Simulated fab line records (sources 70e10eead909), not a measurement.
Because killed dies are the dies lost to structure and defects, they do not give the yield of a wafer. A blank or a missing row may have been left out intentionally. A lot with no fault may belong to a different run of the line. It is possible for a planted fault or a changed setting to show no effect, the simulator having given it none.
fab line records / flow nandHarc
record lots=7 wafers=19 lastDay=25
route steps=1159 shown A_ONON_D1@428 END@1159
lots that met no fault: taken from a fault-free run of the same line
startH: hours from the record's opening day to when the first of the lot's shown wafers began / waitH: hours from the lot's prior step to this one / " repeats the value in the row above / L1.1+2: one row covering several wafers at once / - no value present, or no start provided / * or withheld: withheld / < > ~ a bound
route shown NAME@n: names a module that has steps shown in the file, with the first one's number in the route / usual: mean and standard deviation over wafers with no fault / same: alike in all rows / chamber/n: place in a boat / sites: readings site by site / _std_site: how widely they spread, as a standard deviation / _edge_site: inner sites' mean taken away from outer sites' mean / radiusMm: for every site, how far away it sits from the centre of the wafer / mask NAME#n: copy n / behind: the most recent tool/chamber to have shaped the wafer / hold: reason for holding the lot/hours on hold/outcome of the hold / device: transistor that didn't switch, given as n, p or np / end of line: tests run on the same wafers once the route is complete / where a step has no rows: the recipe by itself / killed: the dies lost at the first sort to structure and to defects; this is not the yield of the wafer / map: a wafer's dies, marking killed ones x, the rest . and places with no die _
set.NAME: the setting as run; set.NAME@STEP: as run at that earlier step / model.NAME: the simulator's own value behind a step, which no gauge read
lots seen at some steps along the route; tables by step, rows by wafer
services: when a tool's chamber went out of use (startH, in hours from the record's first day, below 0 if earlier), for how many hours, and the reason
## steps
# step NHARC_A_ONON_D1_DEP_06
# recipe targetThkA=10000 n2FlowSccm=2750 n2oFlowSccm=2000 nh3FlowSccm=500 sih4FlowSccm=210 tempC=400
# step NHARC_A_ONON_D1_THK_MEAS_08
# recipe thkMeasGauge=ellipsometry
# usual thkNm=999/12
lot.wafer=L621.2 tool=filmMetro-01 chamber=- startH=161.10 waitH=- thkNm=993
lot.wafer=L621.4 tool=filmMetro-01 chamber=- startH=161.10 waitH=- thkNm=995
lot.wafer=L621.5 tool=filmMetro-01 chamber=- startH=161.10 waitH=- thkNm=995
lot.wafer=L630.2 tool=filmMetro-01 chamber=- startH=216.93 waitH=- thkNm=1008
lot.wafer=L630.4 tool=filmMetro-01 chamber=- startH=216.93 waitH=- thkNm=1009
lot.wafer=L630.5 tool=filmMetro-01 chamber=- startH=216.93 waitH=- thkNm=1006
lot.wafer=L631.2 tool=filmMetro-02 chamber=- startH=229.11 waitH=- thkNm=1012
lot.wafer=L631.3 tool=filmMetro-02 chamber=- startH=229.11 waitH=- thkNm=1012
lot.wafer=L633.2 tool=filmMetro-01 chamber=- startH=238.57 waitH=- thkNm=1010
lot.wafer=L633.3 tool=filmMetro-01 chamber=- startH=238.57 waitH=- thkNm=1010
lot.wafer=L635.2 tool=filmMetro-02 chamber=- startH=238.71 waitH=- thkNm=988
lot.wafer=L635.4 tool=filmMetro-02 chamber=- startH=238.71 waitH=- thkNm=988
lot.wafer=L635.6 tool=filmMetro-02 chamber=- startH=238.71 waitH=- thkNm=987
lot.wafer=L636.3 tool=filmMetro-02 chamber=- startH=248.46 waitH=- thkNm=987
lot.wafer=L636.4 tool=filmMetro-02 chamber=- startH=248.46 waitH=- thkNm=983
lot.wafer=L636.6 tool=filmMetro-02 chamber=- startH=248.46 waitH=- thkNm=984
lot.wafer=L640.4 tool=filmMetro-02 chamber=- startH=267.86 waitH=- thkNm=1016
lot.wafer=L640.5 tool=filmMetro-02 chamber=- startH=267.86 waitH=- thkNm=1015
lot.wafer=L640.6 tool=filmMetro-02 chamber=- startH=267.86 waitH=- thkNm=1014
# step NHARC_A_ONON_D1_DEP_09
# recipe targetThkA=10000 n2FlowSccm=2750 n2oFlowSccm=2000 nh3FlowSccm=500 sih4FlowSccm=210 tempC=400
# step NHARC_A_ONON_D1_THK_MEAS_11
# recipe thkMeasGauge=ellipsometry
# usual thkNm=998/9.7
lot.wafer=L621.2 tool=filmMetro-01 chamber=- startH=161.67 waitH=- thkNm=999
lot.wafer=L621.4 tool=filmMetro-01 chamber=- startH=161.67 waitH=- thkNm=1000
lot.wafer=L621.5 tool=filmMetro-01 chamber=- startH=161.67 waitH=- thkNm=1001
lot.wafer=L630.2 tool=filmMetro-02 chamber=- startH=217.52 waitH=- thkNm=972
lot.wafer=L630.4 tool=filmMetro-02 chamber=- startH=217.52 waitH=- thkNm=972
lot.wafer=L630.5 tool=filmMetro-02 chamber=- startH=217.52 waitH=- thkNm=974
lot.wafer=L631.2 tool=filmMetro-02 chamber=- startH=229.68 waitH=- thkNm=986
lot.wafer=L631.3 tool=filmMetro-02 chamber=- startH=229.68 waitH=- thkNm=986
lot.wafer=L633.2 tool=filmMetro-02 chamber=- startH=239.14 waitH=- thkNm=1007
lot.wafer=L633.3 tool=filmMetro-02 chamber=- startH=239.14 waitH=- thkNm=1007
lot.wafer=L635.2 tool=filmMetro-01 chamber=- startH=239.28 waitH=- thkNm=984
lot.wafer=L635.4 tool=filmMetro-01 chamber=- startH=239.28 waitH=- thkNm=985
lot.wafer=L635.6 tool=filmMetro-01 chamber=- startH=239.28 waitH=- thkNm=985
lot.wafer=L636.3 tool=filmMetro-01 chamber=- startH=249.02 waitH=- thkNm=1004
lot.wafer=L636.4 tool=filmMetro-01 chamber=- startH=249.02 waitH=- thkNm=1004
lot.wafer=L636.6 tool=filmMetro-01 chamber=- startH=249.02 waitH=- thkNm=1005
lot.wafer=L640.4 tool=filmMetro-02 chamber=- startH=268.43 waitH=- thkNm=998
lot.wafer=L640.5 tool=filmMetro-02 chamber=- startH=268.43 waitH=- thkNm=997
lot.wafer=L640.6 tool=filmMetro-02 chamber=- startH=268.43 waitH=- thkNm=998
# step NHARC_A_ONON_D1_DEP_12
# recipe targetThkA=10000 n2FlowSccm=2750 n2oFlowSccm=2000 nh3FlowSccm=500 sih4FlowSccm=210 tempC=400
# step NHARC_A_ONON_D1_THK_MEAS_14
# recipe thkMeasGauge=ellipsometry
# usual thkNm=1002/11
lot.wafer=L621.2 tool=filmMetro-02 chamber=- startH=162.24 waitH=- thkNm=985
lot.wafer=L621.4 tool=filmMetro-02 chamber=- startH=162.24 waitH=- thkNm=986
lot.wafer=L621.5 tool=filmMetro-02 chamber=- startH=162.24 waitH=- thkNm=985
lot.wafer=L630.2 tool=filmMetro-02 chamber=- startH=218.08 waitH=- thkNm=991
lot.wafer=L630.4 tool=filmMetro-02 chamber=- startH=218.08 waitH=- thkNm=990
lot.wafer=L630.5 tool=filmMetro-02 chamber=- startH=218.08 waitH=- thkNm=991
lot.wafer=L631.2 tool=filmMetro-02 chamber=- startH=230.24 waitH=- thkNm=1013
lot.wafer=L631.3 tool=filmMetro-02 chamber=- startH=230.24 waitH=- thkNm=1014
lot.wafer=L633.2 tool=filmMetro-01 chamber=- startH=239.77 waitH=- thkNm=1009
lot.wafer=L633.3 tool=filmMetro-01 chamber=- startH=239.77 waitH=- thkNm=1010
lot.wafer=L635.2 tool=filmMetro-02 chamber=- startH=239.87 waitH=- thkNm=995
lot.wafer=L635.4 tool=filmMetro-02 chamber=- startH=239.87 waitH=- thkNm=994
lot.wafer=L635.6 tool=filmMetro-02 chamber=- startH=239.87 waitH=- thkNm=995
lot.wafer=L636.3 tool=filmMetro-01 chamber=- startH=249.59 waitH=- thkNm=1004
lot.wafer=L636.4 tool=filmMetro-01 chamber=- startH=249.59 waitH=- thkNm=1003
lot.wafer=L636.6 tool=filmMetro-01 chamber=- startH=249.59 waitH=- thkNm=1002
lot.wafer=L640.4 tool=filmMetro-01 chamber=- startH=268.99 waitH=- thkNm=1002
lot.wafer=L640.5 tool=filmMetro-01 chamber=- startH=268.99 waitH=- thkNm=1003
lot.wafer=L640.6 tool=filmMetro-01 chamber=- startH=268.99 waitH=- thkNm=1003
# step NHARC_A_ONON_D1_ANNEAL_15
# recipe tempC=750 timeS=3600
# step NHARC_A_ONON_D1_DEP_16
# recipe targetThkA=10000 n2FlowSccm=2750 n2oFlowSccm=2000 nh3FlowSccm=500 sih4FlowSccm=210 tempC=400
# step NHARC_A_ONON_D1_THK_MEAS_18
# recipe thkMeasGauge=ellipsometry
# usual thkNm=1000/10
lot.wafer=L621.2 tool=filmMetro-01 chamber=- startH=169.37 waitH=- thkNm=999
lot.wafer=L621.4 tool=filmMetro-01 chamber=- startH=169.37 waitH=- thkNm=997
lot.wafer=L621.5 tool=filmMetro-01 chamber=- startH=169.37 waitH=- thkNm=998
lot.wafer=L630.2 tool=filmMetro-01 chamber=- startH=225.19 waitH=- thkNm=995
lot.wafer=L630.4 tool=filmMetro-01 chamber=- startH=225.19 waitH=- thkNm=996
lot.wafer=L630.5 tool=filmMetro-01 chamber=- startH=225.19 waitH=- thkNm=993
lot.wafer=L631.2 tool=filmMetro-02 chamber=- startH=237.65 waitH=- thkNm=1025
lot.wafer=L631.3 tool=filmMetro-02 chamber=- startH=237.65 waitH=- thkNm=1025
lot.wafer=L633.2 tool=filmMetro-02 chamber=- startH=248.00 waitH=- thkNm=1019
lot.wafer=L633.3 tool=filmMetro-02 chamber=- startH=248.00 waitH=- thkNm=1019
lot.wafer=L635.2 tool=filmMetro-02 chamber=- startH=248.02 waitH=- thkNm=988
lot.wafer=L635.4 tool=filmMetro-02 chamber=- startH=248.02 waitH=- thkNm=987
lot.wafer=L635.6 tool=filmMetro-02 chamber=- startH=248.02 waitH=- thkNm=990
lot.wafer=L636.3 tool=filmMetro-01 chamber=- startH=258.47 waitH=- thkNm=993
lot.wafer=L636.4 tool=filmMetro-01 chamber=- startH=258.47 waitH=- thkNm=989
lot.wafer=L636.6 tool=filmMetro-01 chamber=- startH=258.47 waitH=- thkNm=989
lot.wafer=L640.4 tool=filmMetro-02 chamber=- startH=281.30 waitH=- thkNm=995
lot.wafer=L640.5 tool=filmMetro-02 chamber=- startH=281.30 waitH=- thkNm=994
lot.wafer=L640.6 tool=filmMetro-02 chamber=- startH=281.30 waitH=- thkNm=992
# step NHARC_A_ONON_D1_DEP_19
# recipe targetThkA=10000 n2FlowSccm=2750 n2oFlowSccm=2000 nh3FlowSccm=500 sih4FlowSccm=210 tempC=400
# step NHARC_A_ONON_D1_THK_MEAS_21
# recipe thkMeasGauge=ellipsometry
# usual thkNm=997/9.9
lot.wafer=L621.2 tool=filmMetro-01 chamber=- startH=169.94 waitH=- thkNm=1006
lot.wafer=L621.4 tool=filmMetro-01 chamber=- startH=169.94 waitH=- thkNm=1005
lot.wafer=L621.5 tool=filmMetro-01 chamber=- startH=169.94 waitH=- thkNm=1006
lot.wafer=L630.2 tool=filmMetro-01 chamber=- startH=225.76 waitH=- thkNm=984
lot.wafer=L630.4 tool=filmMetro-01 chamber=- startH=225.76 waitH=- thkNm=982
lot.wafer=L630.5 tool=filmMetro-01 chamber=- startH=225.76 waitH=- thkNm=982
lot.wafer=L631.2 tool=filmMetro-02 chamber=- startH=238.21 waitH=- thkNm=1001
lot.wafer=L631.3 tool=filmMetro-02 chamber=- startH=238.21 waitH=- thkNm=1001
lot.wafer=L633.2 tool=filmMetro-01 chamber=- startH=248.56 waitH=- thkNm=996
lot.wafer=L633.3 tool=filmMetro-01 chamber=- startH=248.56 waitH=- thkNm=996
lot.wafer=L635.2 tool=filmMetro-02 chamber=- startH=248.59 waitH=- thkNm=977
lot.wafer=L635.4 tool=filmMetro-02 chamber=- startH=248.59 waitH=- thkNm=977
lot.wafer=L635.6 tool=filmMetro-02 chamber=- startH=248.59 waitH=- thkNm=974
lot.wafer=L636.3 tool=filmMetro-01 chamber=- startH=259.04 waitH=- thkNm=1008
lot.wafer=L636.4 tool=filmMetro-01 chamber=- startH=259.04 waitH=- thkNm=1007
lot.wafer=L636.6 tool=filmMetro-01 chamber=- startH=259.04 waitH=- thkNm=1009
lot.wafer=L640.4 tool=filmMetro-01 chamber=- startH=281.87 waitH=- thkNm=996
lot.wafer=L640.5 tool=filmMetro-01 chamber=- startH=281.87 waitH=- thkNm=994
lot.wafer=L640.6 tool=filmMetro-01 chamber=- startH=281.87 waitH=- thkNm=994
# step NHARC_A_ONON_D1_DEP_22
# recipe targetThkA=10000 n2FlowSccm=2750 n2oFlowSccm=2000 nh3FlowSccm=500 sih4FlowSccm=210 tempC=400
lot.wafer=L621.2+4+5 tool=pecvdOnon-03 chamber=0 startH=170.05 waitH=0.1
lot.wafer=L630.2+4+5 tool=pecvdOnon-03 chamber=0 startH=225.87 waitH=0.1
lot.wafer=L631.2+3 tool=pecvdOnon-03 chamber=0 startH=238.33 waitH=0.1
lot.wafer=L633.2+3 tool=pecvdOnon-03 chamber=0 startH=248.68 waitH=0.1
lot.wafer=L635.2+4+6 tool=pecvdOnon-01 chamber=0 startH=248.71 waitH=0.1
lot.wafer=L636.3+4+6 tool=pecvdOnon-02 chamber=0 startH=259.22 waitH=0.2
lot.wafer=L640.4+5+6 tool=pecvdOnon-02 chamber=0 startH=282.10 waitH=0.2
# step NHARC_A_ONON_D1_THK_MEAS_24
# recipe thkMeasGauge=ellipsometry
# usual thkNm=1001/8.4
lot.wafer=L621.2 tool=filmMetro-02 chamber=- startH=170.51 waitH=- thkNm=993
lot.wafer=L621.4 tool=filmMetro-02 chamber=- startH=170.51 waitH=- thkNm=994
lot.wafer=L621.5 tool=filmMetro-02 chamber=- startH=170.51 waitH=- thkNm=994
lot.wafer=L630.2 tool=filmMetro-01 chamber=- startH=226.32 waitH=- thkNm=1004
lot.wafer=L630.4 tool=filmMetro-01 chamber=- startH=226.32 waitH=- thkNm=1005
lot.wafer=L630.5 tool=filmMetro-01 chamber=- startH=226.32 waitH=- thkNm=1458
lot.wafer=L631.2 tool=filmMetro-01 chamber=- startH=238.78 waitH=- thkNm=1007
lot.wafer=L631.3 tool=filmMetro-01 chamber=- startH=238.78 waitH=- thkNm=1459
lot.wafer=L633.2 tool=filmMetro-02 chamber=- startH=249.12 waitH=- thkNm=1003
lot.wafer=L633.3 tool=filmMetro-02 chamber=- startH=249.12 waitH=- thkNm=1457
lot.wafer=L635.2 tool=filmMetro-01 chamber=- startH=249.16 waitH=- thkNm=1010
lot.wafer=L635.4 tool=filmMetro-01 chamber=- startH=249.16 waitH=- thkNm=1011
lot.wafer=L635.6 tool=filmMetro-01 chamber=- startH=249.16 waitH=- thkNm=1010
lot.wafer=L636.3 tool=filmMetro-02 chamber=- startH=259.61 waitH=- thkNm=1011
lot.wafer=L636.4 tool=filmMetro-02 chamber=- startH=259.61 waitH=- thkNm=1011
lot.wafer=L636.6 tool=filmMetro-02 chamber=- startH=259.61 waitH=- thkNm=1010
lot.wafer=L640.4 tool=filmMetro-02 chamber=- startH=282.44 waitH=- thkNm=998
lot.wafer=L640.5 tool=filmMetro-02 chamber=- startH=282.44 waitH=- thkNm=998
lot.wafer=L640.6 tool=filmMetro-02 chamber=- startH=282.44 waitH=- thkNm=997
# step NHARC_A_ONON_D1_DEP_25
# recipe targetThkA=10000 n2FlowSccm=2750 n2oFlowSccm=2000 nh3FlowSccm=500 sih4FlowSccm=210 tempC=400
# step NHARC_END_SORT_01
# recipe tempC=25
# usual killedAtArray=26/11 killedAtOther=0.4/0.78 killedAtPeriphery=3.4/2.4 killedDies=29/11 killedOpen=3.1/1.9 killedShort=1.9/1.4
# same grossDies=677
lot.wafer=L631.3 tool=prober-01 chamber=0 startH=553.86 waitH=3.1 killedAtArray=673 killedAtOther=0 killedAtPeriphery=4 killedDies=677 killedOpen=8 killedShort=2
lot.wafer=L630.5 tool=prober-02 chamber=0 startH=563.35 waitH=3.7 killedAtArray=673 killedAtOther=0 killedAtPeriphery=4 killedDies=677 killedOpen=0 killedShort=1
lot.wafer=L633.3 tool=prober-02 chamber=0 startH=569.59 waitH=3.1 killedAtArray=664 killedAtOther=1 killedAtPeriphery=12 killedDies=677 killedOpen=2 killedShort=1
# killed by level:class
L631.3 A_ONON_D1:areaDep=641 A_CHANNEL_HOLE_D1:chamberFilmFlake=19 A_STAIRCASE:chamberFilmFlake=5 P_CONTACT:geometricParticle:open=3 A_BLC:geometricParticle:open=3 A_WL_FILL:geometricParticle:short=1 A_CONTACT:geometricParticle:open=1 A_M0:geometricParticle:open=1
L630.5 A_ONON_D1:areaDep=661 P_ZERO_WELL:chamberFilmFlake=3 A_CHANNEL_HOLE_D1:chamberFilmFlake=3 A_STAIRCASE:chamberFilmFlake=3 A_CONTACT:chamberFilmFlake=3 A_ONON_D1:geometricParticle:short=1 P_STI:chamberFilmFlake=1 A_SLIT:chamberFilmFlake=1
L633.3 A_ONON_D1:areaDep=645 P_ZERO_WELL:chamberFilmFlake=5 A_STAIRCASE:chamberFilmFlake=5 A_CHANNEL_HOLE_D1:chamberFilmFlake=4 A_CONTACT:chamberFilmFlake=4 P_STI:chamberFilmFlake=3 P_M1:chamberFilmFlake=2 A_SLIT:chamberFilmFlake=2
# map L630.5 (x killed, . not)
____________x____________
_________xxxxxxx_________
_______xxxxxxxxxxx_______
______xxxxxxxxxxxxx______
_____xxxxxxxxxxxxxxx_____
____xxxxxxxxxxxxxxxxx____
____xxxxxxxxxxxxxxxxx____
___xxxxxxxxxxxxxxxxxxx___
___xxxxxxxxxxxxxxxxxxx___
__xxxxxxxxxxxxxxxxxxxxx__
__xxxxxxxxxxxxxxxxxxxxx__
_xxxxxxxxxxxxxxxxxxxxxxx_
_xxxxxxxxxxxxxxxxxxxxxxx_
_xxxxxxxxxxxxxxxxxxxxxxx_
_xxxxxxxxxxxxxxxxxxxxxxx_
_xxxxxxxxxxxxxxxxxxxxxxx_
xxxxxxxxxxxxxxxxxxxxxxxxx
xxxxxxxxxxxxxxxxxxxxxxxxx
xxxxxxxxxxxxxxxxxxxxxxxxx
xxxxxxxxxxxxxxxxxxxxxxxxx
xxxxxxxxxxxxxxxxxxxxxxxxx
_xxxxxxxxxxxxxxxxxxxxxxx_
_xxxxxxxxxxxxxxxxxxxxxxx_
_xxxxxxxxxxxxxxxxxxxxxxx_
_xxxxxxxxxxxxxxxxxxxxxxx_
_xxxxxxxxxxxxxxxxxxxxxxx_
__xxxxxxxxxxxxxxxxxxxxx__
__xxxxxxxxxxxxxxxxxxxxx__
___xxxxxxxxxxxxxxxxxxx___
___xxxxxxxxxxxxxxxxxxx___
____xxxxxxxxxxxxxxxxx____
____xxxxxxxxxxxxxxxxx____
_____xxxxxxxxxxxxxxx_____
______xxxxxxxxxxxxx______
_______xxxxxxxxxxx_______
_________xxxxxxx_________
____________x____________
# map L631.3 (x killed, . not)
____________x____________
_________xxxxxxx_________
_______xxxxxxxxxxx_______
______xxxxxxxxxxxxx______
_____xxxxxxxxxxxxxxx_____
____xxxxxxxxxxxxxxxxx____
____xxxxxxxxxxxxxxxxx____
___xxxxxxxxxxxxxxxxxxx___
___xxxxxxxxxxxxxxxxxxx___
__xxxxxxxxxxxxxxxxxxxxx__
__xxxxxxxxxxxxxxxxxxxxx__
_xxxxxxxxxxxxxxxxxxxxxxx_
_xxxxxxxxxxxxxxxxxxxxxxx_
_xxxxxxxxxxxxxxxxxxxxxxx_
_xxxxxxxxxxxxxxxxxxxxxxx_
_xxxxxxxxxxxxxxxxxxxxxxx_
xxxxxxxxxxxxxxxxxxxxxxxxx
xxxxxxxxxxxxxxxxxxxxxxxxx
xxxxxxxxxxxxxxxxxxxxxxxxx
xxxxxxxxxxxxxxxxxxxxxxxxx
xxxxxxxxxxxxxxxxxxxxxxxxx
_xxxxxxxxxxxxxxxxxxxxxxx_
_xxxxxxxxxxxxxxxxxxxxxxx_
_xxxxxxxxxxxxxxxxxxxxxxx_
_xxxxxxxxxxxxxxxxxxxxxxx_
_xxxxxxxxxxxxxxxxxxxxxxx_
__xxxxxxxxxxxxxxxxxxxxx__
__xxxxxxxxxxxxxxxxxxxxx__
___xxxxxxxxxxxxxxxxxxx___
___xxxxxxxxxxxxxxxxxxx___
____xxxxxxxxxxxxxxxxx____
____xxxxxxxxxxxxxxxxx____
_____xxxxxxxxxxxxxxx_____
______xxxxxxxxxxxxx______
_______xxxxxxxxxxx_______
_________xxxxxxx_________
____________x____________
## services
tool=pecvdOnon-03 chamber=- startH=153.11 hours=13.0 kind=pm
tool=pecvdOnon-01 chamber=- startH=195.33 hours=13.0 kind=pm
## key
firstSign step=NHARC_A_ONON_D1_THK_MEAS_24 reading=thkNm direction=up sigmas=54 usual=1001 struck=1458
effect step=NHARC_END_SORT_01 reading=killedAtArray direction=up sigmas=61 usual=26 struck=670
moreKillsBornAt NHARC_A_ONON_D1_DEP_22@pecvdOnon-03=1947
metAt NHARC_A_ONON_D1_DEP_22
struckWafers L630.5,L631.3,L633.3
laterRowsLeftOut L630.5,L631.3,L633.3
testerLeftOut L630,L631,L633
onsetBetween 170.05 225.87
fault kind=processParameterDrift tool=pecvdOnon-03 chamber=- onsetH=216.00 steps=NHARC_A_ONON_D1_DEP_22 channel=targetThkA offset=* shape=step endH=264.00 scope=struckWafersOnly actsIn=* stated=*
# testerLeftOut: of these lots the tester's yield and bins aren't shown, on N5 and GAA mostly nor the transistor test; their killed dies are dies lost to structure and defects alone, not to doping, threshold or leakage, so they don't give the yield
# laterRowsLeftOut: the simulator's readings of these wafers behind a module that went badly wrong aren't trusted and aren't shown, but for the sort
